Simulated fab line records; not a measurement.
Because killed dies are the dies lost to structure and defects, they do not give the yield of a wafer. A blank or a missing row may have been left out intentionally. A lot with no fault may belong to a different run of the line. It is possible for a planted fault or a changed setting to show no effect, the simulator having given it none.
fab line records ; flow n5_finfet ; part 1 of 2: steps 1 to 38 of 43
record lots=6; wafers=18; last_day=18
route steps=1938 shown MOL_CONTACT_COAG@626 BEOL_M0_SAQP@632 BEOL_M4@1111
lots that met no fault: taken from a fault-free run of the same line
start_h: start of the lot's first displayed wafer, in hours after the record's first day ; wait_h: hours since the lot's step before ; " repeats the value in the row above ; L1.1+2: several wafers, shown together as one row ; - no value, or no start given ; * or withheld: withheld ; < > ~ a bound
route shown NAME@n: names a module that has steps shown in the file, with the first one's number in the route ; usual: mean/standard deviation of fault-free wafers ; same: alike in all rows ; chamber/n: place in a boat ; sites: per-site readings ; _std_site: the standard deviation of these ; _edge_site: the outer-site mean with the inner-site mean subtracted ; radius_mm: how far each site lies from the wafer's centre ; mask NAME#n: copy n ; behind: tool/chamber where the wafer was last shaped ; hold: cause of the lot's hold/its duration in hours/its outcome ; device: the n, p or np transistor that did not switch ; end of line: tests of these same wafers at the route's end ; a step given without rows: its recipe and nothing more ; killed: at the first sort, the dies lost to defects and structure; wafer yield is something else ; map: a wafer's dies, x killed, . not, _ none there
set.NAME: the setting the step ran with; set.NAME@STEP: the setting that earlier step ran with ; model.NAME: the simulator's own value behind a step, which no gauge read
certain route steps with their lots: each step a table, each wafer a row
services: the hour from which a tool's chamber was out of use, counted from the record's first day as start_h (under 0 if before that day), plus the number of hours and why
## steps
# step N5_MOL_CONTACT_COAG_SRD_128
# recipe dry_time_s=32; dry=n2_spin; spin_rpm=1500
# step N5_MOL_CONTACT_COAG_CMP_52
# recipe stop_on=SiO2; t_overpolish_s=1.5; post_cmp_clean=w_dilute_nh4oh; down_force_psi=4; platen_rpm=50.289; pad_velocity_m_s=1.0006; target_thk_nm=66.5
# usual motor_current_A=11.9/1.4; overpolish_run_s=1.501/0.0095; time_to_endpoint_s=12.3/2
lot.wafer;tool;chamber;start_h;wait_h;motor_current_A;overpolish_run_s;time_to_endpoint_s
L687.1;cmp-01;2;170.23;0.1;11.9;1.496;10.3
L687.5;cmp-01;1;170.23;0.1;9.7;1.505;10.8
L687.6;cmp-01;2;170.23;0.1;11.4;1.493;10.4
L691.4;cmp-04;0;190.80;0.1;11.6;1.486;14.6
L691.6;cmp-04;3;190.80;0.1;11.3;1.502;13.8
L691.5;cmp-04;0;190.80;0.1;11.4;1.497;13.9
L694.3;cmp-01;1;209.15;0.1;9.8;1.493;12.9
L694.1;cmp-01;3;209.15;0.1;12.9;1.510;15.9
L694.5;cmp-01;1;209.15;0.1;9.4;1.506;12.4
L695.3;cmp-04;0;212.60;0.1;11.8;1.504;15.6
L695.4;cmp-04;1;212.60;0.1;10.9;1.525;15.7
L695.6;cmp-04;2;212.60;0.1;14.5;1.492;15.1
L698.4;cmp-04;2;234.69;0.0;14.7;1.508;13.7
L698.2;cmp-04;3;234.69;0.0;11.3;1.495;12.8
L698.6;cmp-04;2;234.69;0.0;14.5;1.491;15.7
L699.4;cmp-01;1;238.98;0.1;9.9;1.502;12.0
L699.1;cmp-01;2;238.98;0.1;11.0;1.483;14.2
L699.6;cmp-01;3;238.98;0.1;13.3;1.496;15.9
# step N5_MOL_CONTACT_COAG_THK_MEAS_53
# recipe reads=SiO2_of_MOL_CONTACT_COAG_PECVD_31
# usual VIA_MOL_THK=43.5/0.67
lot.wafer;tool;chamber;start_h;wait_h;VIA_MOL_THK[nm]
L687.1;film_metro-01;-;170.48;-;43.5
L687.5;film_metro-01;-;170.48;-;43.6
L687.6;film_metro-01;-;170.48;-;44.1
L691.4;film_metro-01;-;191.06;-;43.5
L691.5;film_metro-01;-;191.06;-;43.6
L691.6;film_metro-01;-;191.06;-;43.5
L694.1;film_metro-01;-;209.44;-;42.8
L694.3;film_metro-01;-;209.44;-;43.1
L694.5;film_metro-01;-;209.44;-;44.1
L695.3;film_metro-02;-;212.82;-;43.0
L695.4;film_metro-02;-;212.82;-;42.9
L695.6;film_metro-02;-;212.82;-;42.9
L698.2;film_metro-02;-;234.99;-;42.5
L698.4;film_metro-02;-;234.99;-;43.7
L698.6;film_metro-02;-;234.99;-;43.0
L699.1;film_metro-02;-;239.20;-;44.2
L699.4;film_metro-02;-;239.20;-;43.4
L699.6;film_metro-02;-;239.20;-;45.2
# step N5_MOL_CONTACT_COAG_ANNEAL_112
# recipe temp_c=400; time_s=1800; ambient=HPD2; pressure_atm=10
# step N5_MOL_CONTACT_COAG_INSPECT_97
# recipe inspect_instrument=darkfield; mode=post_anneal
# usual raw_defect_count=42/13
lot.wafer;tool;chamber;start_h;wait_h;raw_defect_count
L687.1;defect_inspect-01;-;173.53;0.0;15
L687.5;defect_inspect-01;-;173.53;0.0;36
L687.6;defect_inspect-01;-;173.53;0.0;21
L691.4;defect_inspect-02;-;197.02;0.1;45
L691.5;defect_inspect-02;-;197.02;0.1;35
L691.6;defect_inspect-02;-;197.02;0.1;44
L694.1;defect_inspect-01;-;215.35;0.0;53
L694.3;defect_inspect-01;-;215.35;0.0;30
L694.5;defect_inspect-01;-;215.35;0.0;47
L695.3;defect_inspect-01;-;218.38;0.1;36
L695.4;defect_inspect-01;-;218.38;0.1;36
L695.6;defect_inspect-01;-;218.38;0.1;36
L698.2;defect_inspect-01;-;238.06;0.0;38
L698.4;defect_inspect-01;-;238.06;0.0;48
L698.6;defect_inspect-01;-;238.06;0.0;46
L699.1;defect_inspect-02;-;242.25;0.0;52
L699.4;defect_inspect-02;-;242.25;0.0;38
L699.6;defect_inspect-02;-;242.25;0.0;51
# step N5_BEOL_M0_SAQP_PECVD_00
# recipe material=SiCN; target_thk_a=80; temp_c=withheld; precursor=3MS/NH3; pressure_torr=3; rf_w=202; time_s=14
# step N5_BEOL_M0_SAQP_ILD_DEP_01
# recipe material=SiOC; target_thk_a=454.19; temp_c=350; precursor=DEMS/O2; pressure_torr=5; rf_w=500; time_s=8.7
# step N5_BEOL_M0_SAQP_HM_DEP_02
# recipe material=TiN; target_thk_a=120; temp_c=25; chamber_pressure_pa=0.49996
# step N5_BEOL_M0_SAQP_PECVD_03
# recipe material=SiCN; target_thk_a=120; temp_c=withheld; precursor=3MS/NH3; pressure_torr=3; rf_w=202; time_s=21.1
# step N5_BEOL_M0_SAQP_PECVD_96
# recipe material=a-Si; target_thk_a=450; temp_c=350; precursor=SiH4/He; pressure_torr=3; rf_w=100; time_s=45.2
# step N5_BEOL_M0_SAQP_PECVD_97
# recipe material=SiNx; target_thk_a=230; temp_c=350; precursor=SiH4/NH3/N2; pressure_torr=1.5; rf_w=300; time_s=19.9
# usual chamber_pressure_Torr=1.499/0.0034; heater_power_outer_w=311/52; heater_power_w=542/71; showerhead_plenum_p_Torr=5.12/0.075; throttle_valve_pct=40.3/2.2
lot.wafer;tool;chamber;start_h;wait_h;chamber_pressure_Torr;heater_power_outer_w;heater_power_w;showerhead_plenum_p_Torr;throttle_valve_pct
L687.1;pecvd-02;2;178.38;0.0;1.502;235;436;5.02;37.0
L687.5;pecvd-02;2;178.38;0.0;1.499;234;441;5.03;37.4
L687.6;pecvd-02;1;178.38;0.0;1.500;307;522;5.06;38.7
L691.4;pecvd-01;2;198.03;0.0;1.499;323;563;5.07;40.5
L691.5;pecvd-01;0;198.03;0.0;1.497;270;504;5.17;41.5
L691.6;pecvd-01;1;198.03;0.0;1.507;442;702;5.17;42.2
L694.1;pecvd-01;1;216.93;0.0;1.492;422;666;5.18;42.4
L694.3;pecvd-01;2;216.93;0.0;1.495;360;620;5.05;40.2
L694.5;pecvd-01;1;216.93;0.0;1.493;441;678;5.17;42.3
L695.3;pecvd-01;2;218.95;0.0;1.503;325;559;5.06;40.5
L695.4;pecvd-01;0;218.95;0.0;1.496;272;524;5.15;41.4
L695.6;pecvd-01;1;218.95;0.0;1.495;420;710;5.17;42.3
L698.2;pecvd-01;1;240.75;0.0;1.500;417;667;5.17;42.5
L698.4;pecvd-01;1;240.75;0.0;1.502;409;666;5.20;42.2
L698.6;pecvd-01;2;240.75;0.0;1.498;360;619;5.06;40.3
L699.1;pecvd-04;1;244.43;0.0;1.500;287;515;5.14;41.7
L699.4;pecvd-04;0;244.43;0.0;1.498;371;601;5.21;39.6
L699.6;pecvd-04;2;244.43;0.0;1.502;334;556;5.05;36.8
# step N5_BEOL_M0_SAQP_PECVD_04
# recipe material=a-Si; target_thk_a=600; temp_c=350; precursor=SiH4/He; pressure_torr=3; rf_w=100; time_s=60.2
# usual chamber_pressure_Torr=2.999/0.0067; heater_power_outer_w=363/50; heater_power_w=612/68; showerhead_plenum_p_Torr=5.65/0.055; throttle_valve_pct=18.4/0.97
lot.wafer;tool;chamber;start_h;wait_h;chamber_pressure_Torr;heater_power_outer_w;heater_power_w;showerhead_plenum_p_Torr;throttle_valve_pct
L687.1;pecvd-02;2;178.42;0.0;2.992;330;561;5.57;17.0
L687.5;pecvd-02;2;178.42;0.0;2.997;335;569;5.58;17.0
L687.6;pecvd-02;1;178.42;0.0;2.995;367;595;5.61;17.7
L691.4;pecvd-01;2;198.08;0.0;2.991;369;619;5.61;18.6
L691.5;pecvd-01;0;198.08;0.0;2.992;290;571;5.68;18.7
L691.6;pecvd-01;1;198.08;0.0;3.001;441;719;5.68;19.1
L694.1;pecvd-01;1;216.97;0.0;-;-;-;-;-
L694.3;pecvd-01;2;216.97;0.0;-;-;-;-;-
L694.5;pecvd-01;1;216.97;0.0;-;-;-;-;-
L695.3;pecvd-01;2;218.99;0.0;-;-;-;-;-
L695.4;pecvd-01;0;218.99;0.0;-;-;-;-;-
L695.6;pecvd-01;1;218.99;0.0;-;-;-;-;-
L698.2;pecvd-01;1;240.79;0.0;2.992;415;690;5.71;19.2
L698.4;pecvd-01;1;240.79;0.0;3.002;416;682;5.70;19.5
L698.6;pecvd-01;2;240.79;0.0;2.995;370;627;5.61;18.5
L699.1;pecvd-04;1;244.47;0.0;2.997;327;575;5.65;18.7
L699.4;pecvd-04;0;244.47;0.0;3.001;360;589;5.70;17.9
L699.6;pecvd-04;2;244.47;0.0;3.000;374;607;5.60;17.0
# step N5_BEOL_M0_SAQP_THK_MEAS_05
# usual thk_nm=60.2/0.8
lot.wafer;tool;chamber;start_h;wait_h;thk_nm
L687.1;film_metro-02;-;178.51;0.1;60.0
L687.5;film_metro-02;-;178.51;0.1;60.8
L687.6;film_metro-02;-;178.51;0.1;59.8
L691.4;film_metro-01;-;198.14;0.0;61.4
L691.5;film_metro-01;-;198.14;0.0;60.2
L691.6;film_metro-01;-;198.14;0.0;60.4
L694.1;film_metro-02;-;217.07;0.1;23.0
L694.3;film_metro-02;-;217.07;0.1;23.2
L694.5;film_metro-02;-;217.07;0.1;23.2
L695.3;film_metro-02;-;219.08;0.1;23.1
L695.4;film_metro-02;-;219.08;0.1;23.3
L695.6;film_metro-02;-;219.08;0.1;23.3
L698.2;film_metro-01;-;240.90;0.1;59.7
L698.4;film_metro-01;-;240.90;0.1;61.2
L698.6;film_metro-01;-;240.90;0.1;61.4
L699.1;film_metro-01;-;244.56;0.1;59.4
L699.4;film_metro-01;-;244.56;0.1;60.2
L699.6;film_metro-01;-;244.56;0.1;60.1
# step N5_BEOL_M0_SAQP_HM_DEP_111
# recipe material=SiO2; target_thk_a=120; temp_c=400; precursor=SiH4/N2O; pressure_torr=0.75; rf_w=275; time_s=7.2
# usual heater_power_w=755/69; showerhead_plenum_p_Torr=8.10/0.15
lot.wafer;tool;chamber;start_h;wait_h;heater_power_w;showerhead_plenum_p_Torr
L687.1;pecvd-04;0;178.55;0.0;756;8.26
L687.5;pecvd-04;1;178.55;0.0;770;8.15
L687.6;pecvd-04;2;178.55;0.0;782;7.96
L691.4;pecvd-02;2;198.20;0.1;597;7.92
L691.5;pecvd-02;0;198.20;0.1;787;8.30
L691.6;pecvd-02;1;198.20;0.1;648;7.97
L694.1;pecvd-02;2;217.11;0.0;587;7.93
L694.3;pecvd-02;0;217.11;0.0;794;8.32
L694.5;pecvd-02;0;217.11;0.0;801;8.32
L695.3;pecvd-02;0;219.12;0.0;693;8.34
L695.4;pecvd-02;0;219.12;0.0;691;8.30
L695.6;pecvd-02;1;219.12;0.0;677;7.98
L698.2;pecvd-02;1;240.93;0.0;668;7.99
L698.4;pecvd-02;2;240.93;0.0;642;7.91
L698.6;pecvd-02;1;240.93;0.0;662;7.98
L699.1;pecvd-01;2;244.60;0.0;859;7.99
L699.4;pecvd-01;2;244.60;0.0;884;8.01
L699.6;pecvd-01;0;244.60;0.0;767;8.20
# step N5_BEOL_M0_SAQP_COAT_81
# recipe resist=SOC; temp_c=250; time_s=60; spin_rpm=1500; resist_thk_nm=100
# step N5_BEOL_M0_SAQP_COAT_82
# recipe resist=SiARC; temp_c=220; time_s=60; spin_rpm=1500; resist_thk_nm=30
# step N5_BEOL_M0_SAQP_COAT_08
# recipe resist=CAR-ArF; spin_rpm=1500; resist_thk_nm=90
# step N5_BEOL_M0_SAQP_EBR_10
# recipe solvent=PGMEA; ebr_width_mm=1.5
# step N5_BEOL_M0_SAQP_SOFTBAKE_09
# recipe temp_c=110; time_s=60; resist=CAR-ArF
# step N5_BEOL_M0_SAQP_EXPOSE_11
# recipe mask_id=M0_CORE; na=1.35; source_shape=dipole; sigma_inner=0.538; sigma_outer=0.738; polarization=te; target_cd_nm=42; dose_mj=55
# step N5_BEOL_M0_SAQP_PEB_12
# recipe peb_temp_c=withheld; peb_time_s=60; resist=CAR-ArF
# step N5_BEOL_M0_SAQP_DEVELOP_13
# recipe develop_time_s=30; developer=TMAH; resist=CAR-ArF; dev_temp_c=23; rinse_liquid=diw; dry=air_spin
# step N5_BEOL_M0_SAQP_CD_MEAS_14
# recipe target_cd_nm=42.5; landing_energy_ev=500; detector=se_inlens
# usual cd_nm=42.44/0.29
lot.wafer;tool;chamber;start_h;wait_h;cd_nm
L687.1;cd_sem-03;0;179.00;-;42.27
L687.5;cd_sem-03;0;179.00;-;42.21
L687.6;cd_sem-03;0;179.00;-;42.68
L691.4;cd_sem-01;0;198.63;-;42.36
L691.5;cd_sem-01;0;198.63;-;42.33
L691.6;cd_sem-01;0;198.63;-;42.39
L694.1;cd_sem-02;0;217.43;-;42.27
L694.3;cd_sem-02;0;217.43;-;42.70
L694.5;cd_sem-02;0;217.43;-;42.54
L695.3;cd_sem-03;0;219.44;-;42.77
L695.4;cd_sem-03;0;219.44;-;42.82
L695.6;cd_sem-03;0;219.44;-;42.98
L698.2;cd_sem-01;0;241.39;-;42.17
L698.4;cd_sem-01;0;241.39;-;42.37
L698.6;cd_sem-01;0;241.39;-;42.24
L699.1;cd_sem-01;0;245.05;-;42.33
L699.4;cd_sem-01;0;245.05;-;42.47
L699.6;cd_sem-01;0;245.05;-;42.08
# step N5_BEOL_M0_SAQP_OVL_MEAS_15
# recipe points_per_wafer=44
# usual M0_CORE_OVL=0.0/0.77
lot.wafer;tool;chamber;start_h;wait_h;M0_CORE_OVL[nm]
L687.1;overlay-02;0;179.03;0.0;0.2
L687.5;overlay-02;0;179.03;0.0;0.0
L687.6;overlay-02;0;179.03;0.0;-0.5
L691.4;overlay-02;0;198.66;0.0;-0.1
L691.5;overlay-02;0;198.66;0.0;0.5
L691.6;overlay-02;0;198.66;0.0;-0.3
L694.1;overlay-02;0;217.46;0.0;-0.3
L694.3;overlay-02;0;217.46;0.0;0.7
L694.5;overlay-02;0;217.46;0.0;-0.7
L695.3;overlay-02;0;219.47;0.0;0.5
L695.4;overlay-02;0;219.47;0.0;-0.4
L695.6;overlay-02;0;219.47;0.0;0.0
L698.2;overlay-01;0;241.42;0.0;0.2
L698.4;overlay-01;0;241.42;0.0;1.6
L698.6;overlay-01;0;241.42;0.0;-0.1
L699.1;overlay-02;0;245.08;0.0;-0.2
L699.4;overlay-02;0;245.08;0.0;0.3
L699.6;overlay-02;0;245.08;0.0;0.1
# step N5_BEOL_M0_SAQP_INSPECT_16
# recipe mode=adi; inspect_instrument=brightfield
# usual raw_defect_count=447/120
lot.wafer;tool;chamber;start_h;wait_h;raw_defect_count
L687.1;defect_inspect-02;-;179.05;0.0;641
L687.5;defect_inspect-02;-;179.05;0.0;419
L687.6;defect_inspect-02;-;179.05;0.0;474
L691.4;defect_inspect-02;-;198.68;0.0;452
L691.5;defect_inspect-02;-;198.68;0.0;316
L691.6;defect_inspect-02;-;198.68;0.0;350
L694.1;defect_inspect-01;-;217.48;0.0;381
L694.3;defect_inspect-01;-;217.48;0.0;417
L694.5;defect_inspect-01;-;217.48;0.0;400
L695.3;defect_inspect-02;-;219.49;0.0;376
L695.4;defect_inspect-02;-;219.49;0.0;326
L695.6;defect_inspect-02;-;219.49;0.0;368
L698.2;defect_inspect-01;-;241.45;0.0;315
L698.4;defect_inspect-01;-;241.45;0.0;297
L698.6;defect_inspect-01;-;241.45;0.0;308
L699.1;defect_inspect-02;-;245.10;0.0;498
L699.4;defect_inspect-02;-;245.10;0.0;661
L699.6;defect_inspect-02;-;245.10;0.0;595
# step N5_BEOL_M0_SAQP_DESCUM_19
# recipe chemistry=O2; time_s=7.9; source_power_w=50; bias_power_w=20; pressure_mtorr=20; rf_frequency_hz=2.712e+07; temp_c=40; resist=CAR-ArF; o2_flow_sccm=225
# usual drypump_motor_current_A=5.5/0.53; oes_product_au=0.77/0.061; rf_vpp_V=242.7/1.5; showerhead_plenum_p_Torr=2.07/0.091; throttle_valve_pct=20.31/0.15
lot.wafer;tool;chamber;start_h;wait_h;drypump_motor_current_A;oes_product_au;rf_hours_counter_h;rf_vpp_V;showerhead_plenum_p_Torr;throttle_valve_pct
L687.1;rie_diel-02;0;179.09;0.0;5.3;0.87;46;245.2;2.22;20.12
L687.5;rie_diel-02;3;179.09;0.0;5.9;0.77;-;244.7;2.10;20.38
L687.6;rie_diel-02;0;179.09;0.0;5.3;0.87;-;246.2;2.22;20.14
L691.4;rie_diel-01;2;198.71;0.0;6.3;0.72;164;242.5;2.09;20.32
L691.5;rie_diel-01;1;198.71;0.0;4.7;0.70;-;244.5;2.16;20.64
L691.6;rie_diel-01;2;198.71;0.0;6.3;0.72;-;243.0;2.09;20.32
L694.1;rie_diel-01;1;217.76;0.3;4.7;0.70;202;244.8;2.16;20.64
L694.3;rie_diel-01;0;217.76;0.3;5.4;0.78;120;240.9;1.93;20.24
L694.5;rie_diel-01;1;217.76;0.3;4.7;0.70;-;244.4;2.16;20.64
L695.3;rie_diel-01;0;219.57;0.1;5.4;0.78;120;241.7;1.93;20.22
L695.4;rie_diel-01;1;219.57;0.1;4.7;0.70;202;244.0;2.16;20.64
L695.6;rie_diel-01;0;219.57;0.1;5.4;0.77;-;241.0;1.93;20.21
L698.2;rie_diel-02;3;241.48;0.0;5.9;0.76;159;243.7;2.09;20.40
L698.4;rie_diel-02;0;241.48;0.0;5.3;0.84;65;245.1;2.22;20.17
L698.6;rie_diel-02;1;241.48;0.0;6.3;0.76;-;241.1;2.00;20.25
L699.1;rie_diel-01;2;245.14;0.0;6.3;0.70;178;242.7;2.09;20.34
L699.4;rie_diel-01;1;245.14;0.0;4.7;0.68;-;242.9;2.15;20.66
L699.6;rie_diel-01;0;245.14;0.0;5.4;0.77;-;240.8;1.93;20.23
# step N5_BEOL_M0_SAQP_ETCH_83
# recipe chemistry=CF4; target=SiARC; target_depth_a=390; mask_material=CAR-ArF; time_s=65; ion_energy_ev=80; pressure_mtorr=40; source_w=545; bias_w=36; Ar_flow_sccm=100; cf4_flow_sccm=100; ends=cleared
# step N5_BEOL_M0_SAQP_ETCH_84
# recipe chemistry=N2/H2; target=SOC; target_depth_a=1000; overetch_a=200; mask_material=SiARC; temp_c=40; time_s=150; ion_energy_ev=200; pressure_mtorr=30; source_w=840; bias_w=150; n2_flow_sccm=200; h2_flow_sccm=200
# step N5_BEOL_M0_SAQP_STRIP_80
# recipe chemistry=N2/H2; temp_c=40; n2_flow_sccm=200; h2_flow_sccm=200; rf_frequency_hz=6e+07
# step N5_BEOL_M0_SAQP_HM_OPEN_112
# recipe chemistry=CHF3/O2; target=SiO2; stop_on=a-Si; target_depth_a=120; over_etch_frac=1.25; mask_material=SOC; time_s=13.5; pressure_mtorr=30; source_w=650; bias_w=170; Ar_flow_sccm=200; CHF3_flow_sccm=50; O2_flow_sccm=5; ion_energy_ev=200; ends=end_point
# usual drypump_motor_current_A=5.5/0.52; oes_product_au=0.50/0.037; rf_vpp_V=522/4.7; showerhead_plenum_p_Torr=2.39/0.097; throttle_valve_pct=18.74/0.19
lot.wafer;tool;chamber;start_h;wait_h;drypump_motor_current_A;oes_product_au;rf_hours_counter_h;rf_vpp_V;showerhead_plenum_p_Torr;throttle_valve_pct
L687.1;rie_diel-02;0;179.29;0.0;5.2;0.57;46;528;2.55;18.48
L687.5;rie_diel-02;3;179.29;0.0;5.9;0.50;-;528;2.42;18.78
L687.6;rie_diel-02;0;179.29;0.0;5.2;0.57;-;527;2.55;18.48
L691.4;rie_diel-01;2;198.90;0.0;6.3;0.48;164;524;2.40;18.68
L691.5;rie_diel-01;1;198.90;0.0;4.7;0.46;-;525;2.50;19.11
L691.6;rie_diel-01;2;198.90;0.0;6.3;0.47;-;523;2.40;18.67
L694.1;rie_diel-01;1;217.95;0.0;4.7;0.46;202;525;2.50;19.14
L694.3;rie_diel-01;0;217.95;0.0;5.4;0.51;120;518;2.24;18.65
L694.5;rie_diel-01;1;217.95;0.0;4.7;0.46;-;524;2.50;19.13
L695.3;rie_diel-01;0;219.76;0.0;5.4;0.50;120;520;2.24;18.63
L695.4;rie_diel-01;1;219.76;0.0;4.7;0.45;203;525;2.50;19.15
L695.6;rie_diel-01;0;219.76;0.0;5.4;0.50;-;518;2.24;18.64
L698.2;rie_diel-02;3;241.67;0.0;5.9;0.49;159;527;2.41;18.80
L698.4;rie_diel-02;0;241.67;0.0;5.3;0.56;65;526;2.54;18.50
L698.6;rie_diel-02;1;241.67;0.0;6.3;0.50;-;518;2.31;18.67
L699.1;rie_diel-01;2;245.33;0.0;6.3;0.46;178;523;2.39;18.69
L699.4;rie_diel-01;1;245.33;0.0;4.7;0.46;-;525;2.49;19.15
L699.6;rie_diel-01;0;245.33;0.0;5.4;0.50;-;519;2.23;18.66
# step N5_BEOL_M0_SAQP_STRIP_113
# recipe chemistry=CHF3/O2; resist=SiARC; rf_frequency_hz=6e+07
# step N5_BEOL_M0_SAQP_MANDREL_ETCH_20
# recipe target_depth_a=600; chemistry=HBr/Cl2; target=a-Si; stop_on=SiNx; bt_time_s=10; mask_material=SOC; over_etch_frac=0.5; time_s=30; pressure_mtorr=10; icp_w=800; bias_w=75; HBr_flow_sccm=150; Cl2_flow_sccm=80; ends=end_point
# usual drypump_motor_current_A=5.7/0.35; oes_product_au=0.775/0.013; throttle_valve_pct=35.50/0.2
lot.wafer;tool;chamber;start_h;wait_h;drypump_motor_current_A;oes_product_au;rf_hours_counter_h;throttle_valve_pct;model.etch.depth_nm
L687.1;rie_si-03;3;179.38;0.0;5.8;0.782;171;35.52;60.02
L687.5;rie_si-03;0;179.38;0.0;5.4;0.775;-;35.28;60.66
L687.6;rie_si-03;3;179.38;0.0;5.8;0.777;-;35.54;59.71
L691.4;rie_si-03;0;198.99;0.0;5.4;0.779;173;35.27;61.35
L691.5;rie_si-03;1;198.99;0.0;5.7;0.787;-;35.62;60.22
L691.6;rie_si-03;0;198.99;0.0;5.5;0.773;-;35.28;60.33
L694.1;rie_si-01;2;218.04;0.0;5.2;0.333;1;36.60;0
L694.3;rie_si-01;1;218.04;0.0;5.9;0.311;149;36.28;0
L694.5;rie_si-01;0;218.04;0.0;5.8;0.324;-;36.48;0
L695.3;rie_si-03;2;219.84;0.0;6.1;0.322;82;36.54;0
L695.4;rie_si-03;0;219.84;0.0;5.4;0.327;173;36.17;0
L695.6;rie_si-03;1;219.84;0.0;5.7;0.328;-;36.50;0
L698.2;rie_si-03;0;241.75;0.0;5.4;0.762;174;35.31;59.53
L698.4;rie_si-03;1;241.75;0.0;5.7;0.790;92;35.59;61.2
L698.6;rie_si-03;1;241.75;0.0;5.7;0.785;-;35.60;61.4
L699.1;rie_si-03;3;245.41;0.0;5.8;0.771;172;35.52;59.47
L699.4;rie_si-03;0;245.41;0.0;5.4;0.778;174;35.29;60.17
L699.6;rie_si-03;2;245.41;0.0;6.1;0.761;-;35.65;60.06
# step N5_BEOL_M0_SAQP_STRIP_86
# recipe chemistry=N2/H2; power_w=500; temp_c=40; pressure_mtorr=50; rf_frequency_hz=6e+07; overash_fraction=0.3; bias_power_w=28; h2_frac=0.5; n2_flow_sccm=300; h2_flow_sccm=300
# step N5_BEOL_M0_SAQP_STRIP_115
# recipe chemistry=post_etch_residue_remover; time_s=60; temp_c=25; remover_ph=withheld; remover_water_wt_pct=withheld; remover_fluoride_wt_pct=withheld
# step N5_BEOL_M0_SAQP_SRD_93
# recipe dry=ipa_marangoni; time_s=30; temp_c=23; rinse_liquid=diw
# step N5_BEOL_M0_SAQP_RECESS_114
# recipe chemistry=HF/NH3; target=SiO2; target_depth_a=144; afs_cycles=3; temp_c=30; sublimation_temp_c=180; sublimation_time_s=60
# step N5_BEOL_M0_SAQP_SPACER1_ALD_98
# recipe material=SiO2; target_thk_a=128; temp_c=300; ald_precursor_family=BDEAS; ald_co_reactant=O2-plasma; pulse_time_s=1; purge_time_s=2; co_reactant_purge_time_s=2; ald_cycles=138; pressure_torr=2
# step N5_BEOL_M0_SAQP_SPACER1_ETCHBACK_99
# recipe chemistry=CHF3/O2; mode=anisotropic_etchback; target=SiO2; target_depth_a=154; time_s=7.7; pressure_mtorr=30; source_w=650; bias_w=170; Ar_flow_sccm=200; CHF3_flow_sccm=50; O2_flow_sccm=5; ion_energy_ev=200
## key
first_sign step=N5_BEOL_M0_SAQP_PECVD_04; reading=tool_record; direction=missing
effect step=N5_BEOL_M0_SAQP_THK_MEAS_05; reading=thk_nm; direction=down; sigmas=46; usual=*; struck=*
effect step=N5_BEOL_M0_SAQP_MANDREL_ETCH_20; reading=oes_product_au; direction=down; sigmas=34; usual=0.775; struck=0.324
effect step=N5_BEOL_M0_SAQP_CD_MEAS_25; reading=cd_nm; direction=missing
model_effect step=N5_BEOL_M0_SAQP_MANDREL_ETCH_20; value=etch.depth_nm; without=60.61; struck=0
model_effect step=N5_BEOL_M0_SAQP_MANDREL1_REMOVE_100; value=BEOL_M0_SAQP.cd_nm; without=12.67; struck=42.53
model_effect step=N5_BEOL_M0_SAQP_MANDREL2_REMOVE_110; value=BEOL_M0_SAQP.cd_nm; without=15; struck=42.97
met_at N5_BEOL_M0_SAQP_PECVD_04
struck_wafers L694.1,L694.3,L694.5,L695.3,L695.4,L695.6
later_rows_left_out L694.1,L694.3,L694.5,L695.3,L695.4,L695.6
sort_left_out L694.1,L694.3,L694.5,L695.3,L695.4,L695.6
onset_between 198.08 216.97
fault kind=skipped_step_whole; tool=pecvd-01,pecvd-02; chamber=-; onset_h=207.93; steps=N5_BEOL_M0_SAQP_PECVD_04; scope=struck_lots_only
# sort_left_out: the simulated sort isn't trusted on such a fault, so these wafers' sort isn't shown, and their yield isn't known
# later_rows_left_out: the simulator's readings of these wafers behind a module that went badly wrong aren't trusted and aren't shown, but for the sort
